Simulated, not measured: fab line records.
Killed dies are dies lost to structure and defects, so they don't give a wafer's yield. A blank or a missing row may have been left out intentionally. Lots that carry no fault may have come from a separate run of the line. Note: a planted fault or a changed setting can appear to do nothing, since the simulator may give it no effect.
Split-lot study :: flow n5Finfet :: 21 wafers read from 7 lots, route of 1938 steps

== SPLIT DETAILS ==
At N5_BEOL_M11_ETCH_66 (etches SOC in N2/H2, target depth 120 nm, overetch 24 nm, time 180 s), the setting timeS was moved away from the recipe's 180 s on 7 of the 21 wafers read, by -20.1% to +13.9%. For the rest of the wafers, this setting stayed at what the recipe calls for.

The reading is taken at the split's own step.

== THE READING ==
SiARC_of_BEOL_M11_COAT_64.thkNm (the simulator's own value, which no gauge read), in nm, at N5_BEOL_M11_ETCH_66 (etches SOC in N2/H2, target depth 120 nm, overetch 24 nm, time 180 s). There is no usual value for it anywhere in the file. Across the 14 wafers here that went through the recipe, the average is 22.7 nm and the standard deviation 0.099 nm.

wafer: L075.2
tool, chamber at the split: rieDiel-02, 3
timeS as run, s: 180
against the recipe: recipe
SiARC_of_BEOL_M11_COAT_64.thkNm, nm: 22.6
against lot-mates on the recipe: -

wafer: L075.3
tool, chamber at the split: rieDiel-02, 1,0
timeS as run, s: 180
against the recipe: recipe
SiARC_of_BEOL_M11_COAT_64.thkNm, nm: 22.8
against lot-mates on the recipe: -

wafer: L075.6
tool, chamber at the split: rieDiel-02, 1,0
timeS as run, s: 180
against the recipe: recipe
SiARC_of_BEOL_M11_COAT_64.thkNm, nm: 22.8
against lot-mates on the recipe: -

wafer: L077.1
tool, chamber at the split: rieDiel-01, 2,0
timeS as run, s: 205
against the recipe: +13.9%
SiARC_of_BEOL_M11_COAT_64.thkNm, nm: 21.6
against lot-mates on the recipe: no lot-mate on the recipe

wafer: L077.2
tool, chamber at the split: rieDiel-01, 2,0
timeS as run, s: 205
against the recipe: +13.9%
SiARC_of_BEOL_M11_COAT_64.thkNm, nm: 21.6
against lot-mates on the recipe: no lot-mate on the recipe

wafer: L077.3
tool, chamber at the split: rieDiel-01, 1
timeS as run, s: 205
against the recipe: +13.9%
SiARC_of_BEOL_M11_COAT_64.thkNm, nm: 21.4
against lot-mates on the recipe: no lot-mate on the recipe

wafer: L076.1
tool, chamber at the split: rieDiel-02, 0
timeS as run, s: 143.9
against the recipe: -20.1%
SiARC_of_BEOL_M11_COAT_64.thkNm, nm: 24.4
against lot-mates on the recipe: +1.7

wafer: L076.2
tool, chamber at the split: rieDiel-02, 2
timeS as run, s: 180
against the recipe: recipe
SiARC_of_BEOL_M11_COAT_64.thkNm, nm: 22.6
against lot-mates on the recipe: -

wafer: L076.3
tool, chamber at the split: rieDiel-02, 1
timeS as run, s: 180
against the recipe: recipe
SiARC_of_BEOL_M11_COAT_64.thkNm, nm: 22.8
against lot-mates on the recipe: -

wafer: L083.3
tool, chamber at the split: rieDiel-02, 1,3
timeS as run, s: 180
against the recipe: recipe
SiARC_of_BEOL_M11_COAT_64.thkNm, nm: 22.8
against lot-mates on the recipe: -

wafer: L083.4
tool, chamber at the split: rieDiel-02, 1,3
timeS as run, s: 180
against the recipe: recipe
SiARC_of_BEOL_M11_COAT_64.thkNm, nm: 22.8
against lot-mates on the recipe: -

wafer: L083.5
tool, chamber at the split: rieDiel-02, 2
timeS as run, s: 180
against the recipe: recipe
SiARC_of_BEOL_M11_COAT_64.thkNm, nm: 22.6
against lot-mates on the recipe: -

wafer: L085.2
tool, chamber at the split: rieDiel-02, 0
timeS as run, s: 180
against the recipe: recipe
SiARC_of_BEOL_M11_COAT_64.thkNm, nm: 22.8
against lot-mates on the recipe: -

wafer: L085.4
tool, chamber at the split: rieDiel-02, 2
timeS as run, s: 180
against the recipe: recipe
SiARC_of_BEOL_M11_COAT_64.thkNm, nm: 22.6
against lot-mates on the recipe: -

wafer: L085.6
tool, chamber at the split: rieDiel-02, 3
timeS as run, s: 193.5
against the recipe: +7.5%
SiARC_of_BEOL_M11_COAT_64.thkNm, nm: 22.2
against lot-mates on the recipe: -0.5

wafer: L092.1
tool, chamber at the split: rieDiel-04, 3,0
timeS as run, s: 201.1
against the recipe: +11.7%
SiARC_of_BEOL_M11_COAT_64.thkNm, nm: 21.8
against lot-mates on the recipe: -1.0

wafer: L092.3
tool, chamber at the split: rieDiel-04, 3,0
timeS as run, s: 201.1
against the recipe: +11.7%
SiARC_of_BEOL_M11_COAT_64.thkNm, nm: 21.8
against lot-mates on the recipe: -1.0

wafer: L092.6
tool, chamber at the split: rieDiel-04, 0
timeS as run, s: 180
against the recipe: recipe
SiARC_of_BEOL_M11_COAT_64.thkNm, nm: 22.8
against lot-mates on the recipe: -

wafer: L096.3
tool, chamber at the split: rieDiel-04, 0
timeS as run, s: 180
against the recipe: recipe
SiARC_of_BEOL_M11_COAT_64.thkNm, nm: 22.8
against lot-mates on the recipe: -

wafer: L096.4
tool, chamber at the split: rieDiel-04, 1
timeS as run, s: 180
against the recipe: recipe
SiARC_of_BEOL_M11_COAT_64.thkNm, nm: 22.6
against lot-mates on the recipe: -

wafer: L096.5
tool, chamber at the split: rieDiel-04, 1
timeS as run, s: 180
against the recipe: recipe
SiARC_of_BEOL_M11_COAT_64.thkNm, nm: 22.6
against lot-mates on the recipe: -
The file does not say which wafer passed through which chamber wherever a row lists several chambers: such a row stands for several wafers.

THE FIT
A straight line over all 21 wafers: SiARC_of_BEOL_M11_COAT_64.thkNm changes by -0.0828 nm for each +1% of timeS; r = -0.99; the points scatter about the line by 0.098 nm.
The same after taking each lot's own level away (the mean of its wafers on the recipe; 18 wafers): -0.0837 nm for each +1%; r = -0.99; scatter 0.092 nm.
According to that fit, moving timeS by its largest amount changes the reading by 1.7 nm.
The span of the lots' own levels, 22.67 to 22.80 nm, comes to 1.3 times the standard deviation stated above.
Hence the lot-to-lot level has little effect on the slope; both slopes agree.
Check: +1.66 nm against its lot-mates is what the line predicts for one of the wafers moved furthest among these (-20.1%) when that wafer is left out of the fit. Against them it came out at +1.7 nm.

== FURTHER SPLITS ON THESE WAFERS ==
Note: prior to the reading, these wafers also went through further splits. Each is held against what the fit with the lots' levels taken away leaves over:
other split on the same wafers: N5_BEOL_M8_TRENCH_ETCH_37 biasW
wafers away from the commonest value: 5
r with SiARC_of_BEOL_M11_COAT_64.thkNm (lot level and that fit taken away): -0.16

other split on the same wafers: N5_BEOL_M10_PECVD_70 tempC
wafers away from the commonest value: 7
r with SiARC_of_BEOL_M11_COAT_64.thkNm (lot level and that fit taken away): -0.43

other split on the same wafers: N5_BEOL_M10_TRENCH_ETCH_37 biasW
wafers away from the commonest value: 6
r with SiARC_of_BEOL_M11_COAT_64.thkNm (lot level and that fit taken away): +0.35

other split on the same wafers: N5_BEOL_M10_ETCH_41 sourceW
wafers away from the commonest value: 9
r with SiARC_of_BEOL_M11_COAT_64.thkNm (lot level and that fit taken away): -0.12

== THE FILE'S OWN FIT ==
SiARC_of_BEOL_M11_COAT_64.thkNm changes by -0.0832 nm for each +1% of timeS, r = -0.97.
